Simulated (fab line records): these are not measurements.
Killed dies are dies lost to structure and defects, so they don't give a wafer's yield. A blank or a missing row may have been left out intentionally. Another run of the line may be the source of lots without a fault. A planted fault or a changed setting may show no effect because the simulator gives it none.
Which tool is to blame? -- flow n5 finfet -- Sampling: 12 lots, 36 wafers, 3 of 1938 route steps

== WHAT THE GAUGES SHOWED, per wafer ==
N5_MOL_CONTACT_COAG_THK_MEAS_29.
lot,measured,on,MD_CAP_THK (nm)
L361,day 5 07:43,film metro-02,18.12 17.96 17.96
L365,day 6 10:14,film metro-01,18.03 17.86 17.98
L366,day 6 14:24,film metro-01,17.74 17.85 17.81
L368,day 6 20:18,film metro-02,17.97 18.01 17.89
L369,day 7 03:10,film metro-02,18.14 18.01 17.99
L375,day 8 14:42,film metro-01,17.89 17.94 17.85
L376,day 8 18:10,film metro-01,17.74 17.97 18.05
L377,day 9 02:15,film metro-02,17.70 17.78 17.90
L379,day 9 18:14,film metro-02,17.87 17.93 17.85
L380,day 9 23:52,film metro-01,17.87 17.91 17.84
L381,day 10 06:22,film metro-01,17.99 17.90 17.91
L382,day 10 15:48,film metro-02,17.78 17.98 17.89

== EACH LOT AND THE TOOL THAT RAN IT (in order: tool; ch and the chambers of the sampled wafers; start) ==
lot,N5_MOL_CONTACT_COAG_ETCH_106,N5_MOL_CONTACT_COAG_CMP_28
L361,"rie diel-04 ch 1,3, day 4 22:25","cmp-02 ch 1,3, day 5 07:27"
L365,"rie diel-05 ch 0,2,3, day 6 00:32","cmp-02 ch 0,1,2, day 6 09:56"
L366,"rie diel-04 ch 1,3, day 6 04:55","cmp-01 ch 2,3, day 6 14:06"
L368,"rie diel-04 ch 1,3, day 6 10:51","cmp-02 ch 0,1,2, day 6 20:01"
L369,"rie diel-05 ch 0,1, day 6 19:38","cmp-03 ch 1,2,3, day 7 02:59"
L375,"rie diel-04 ch 1,2,3, day 8 05:19","cmp-02 ch 0,2,3, day 8 14:29"
L376,"rie diel-06 ch 0,1,2, day 8 09:38","cmp-02 ch 0,1, day 8 17:52"
L377,"rie diel-06 ch 0,1,2, day 8 18:07","cmp-03 ch 0,2,3, day 9 01:57"
L379,"rie diel-06 ch 0,1,3, day 9 08:58","cmp-03 ch 0,1, day 9 17:56"
L380,"rie diel-06 ch 0,1,2, day 9 11:47","cmp-03 ch 0,1,3, day 9 23:34"
L381,"rie diel-06 ch 0,2,3, day 9 19:43","cmp-03 ch 0,2,3, day 10 06:06"
L382,"rie diel-05 ch 1,2,3, day 10 00:10","cmp-01 ch 0,2,3, day 10 15:30"
- N5_MOL_CONTACT_COAG_ETCH_106: etches SOC in N2/H2, target depth 80 nm, overetch 16 nm, time 120 s.
- N5_MOL_CONTACT_COAG_CMP_28: polishes, stops on SiNx, t overpolish 0.85 s, target thk 14.522 nm.

== WHAT THE TOOLS THEMSELVES READ (means of the sampled wafers that have a number; where no wafer has one, the mark that the record gives instead) ==
N5_MOL_CONTACT_COAG_ETCH_106.
lot,tool,drypump motor current A (A),oes product au (a.u.),rf fwd power W (W),rf vpp V (V),showerhead plenum p Torr (Torr),throttle valve pct (%)
L361,rie diel-04,6.03,0.75,837,527.6,2.68,17.8
L365,rie diel-05,5.87,0.71,832,523.9,2.56,17.9
L366,rie diel-04,6.02,0.73,834,528.2,2.68,17.9
L368,rie diel-04,6.04,0.67,835,527.1,2.64,18.0
L369,rie diel-05,5.73,0.82,837,525.6,2.59,17.3
L375,rie diel-04,5.85,0.75,836,523.3,2.58,18.0
L376,rie diel-06,5.66,0.76,834,526.9,2.63,17.6
L377,rie diel-06,5.65,0.76,836,526.0,2.62,17.7
L379,rie diel-06,5.51,0.79,832,525.5,2.59,17.7
L380,rie diel-06,5.67,0.75,836,525.6,2.62,17.7
L381,rie diel-06,5.53,0.80,833,527.4,2.66,17.5
L382,rie diel-05,5.94,0.80,838,524.7,2.56,17.7

N5_MOL_CONTACT_COAG_CMP_28.
lot,tool,head pressure psi (psi),motor current A (A),time to endpoint s (s)
L361,cmp-02,4.155,10.9,4.7
L365,cmp-02,4.156,11.6,7.6
L366,cmp-01,4.153,10.8,6.0
L368,cmp-02,4.152,11.7,5.3
L369,cmp-03,4.157,11.9,5.5
L375,cmp-02,4.426,13.0,2.7
L376,cmp-02,4.410,11.8,5.3
L377,cmp-03,4.152,12.7,3.1
L379,cmp-03,4.139,15.5,1.7
L380,cmp-03,4.145,12.9,2.7
L381,cmp-03,4.153,13.3,3.5
L382,cmp-01,4.150,11.4,3.0

== THE ANSWER, worked out from the rows above alone ==
Rule: the lots themselves supply what counts as usual. Put in order of their means at a reading, lots are off if they are a third of the lots or fewer, leave a main group of 4 or more, and stand apart from it by a gap of 3 or more times the standard deviation of the main group's means; of several such gaps the widest counts. Not used: any main group whose means are identical at the precision the tables above print for the reading. A lot without any number at a reading at which 4 lots or more have one is off too. The other lots that the step has rows for count as sound. First the gauges in route order, then the tools' own readings, where a lot's mean is used as printed above. At the first step where some lot is off, the reading lying furthest off is the one used; lots without a number count as furthest.
Off: L375, L376 (N5_MOL_CONTACT_COAG_CMP_28, head pressure psi). The main group: mean 4.151 psi, standard deviation 0.0052.
A tool fits if, at that step or a process step before it, it ran every lot that is off, and no sound lot after the first of them. One fits: N5_MOL_CONTACT_COAG_CMP_28 on cmp-02. A fault onset in the window from L368 (day 6 20:01, its last sound lot) to L375 (day 8 14:29, its first lot off) fits.
The tool's own readings at N5_MOL_CONTACT_COAG_CMP_28 bear it out: on the lots that are off they differ by more than 5 times the standard deviation of the sound lots' means. head pressure psi reads 4.418 psi there against 4.151 psi on the sound lots.

== WHAT WAS PUT IN BY THE SIMULATOR ==
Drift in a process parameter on cmp-02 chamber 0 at N5_MOL_CONTACT_COAG_CMP_28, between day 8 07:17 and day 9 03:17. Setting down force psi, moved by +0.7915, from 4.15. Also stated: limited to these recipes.
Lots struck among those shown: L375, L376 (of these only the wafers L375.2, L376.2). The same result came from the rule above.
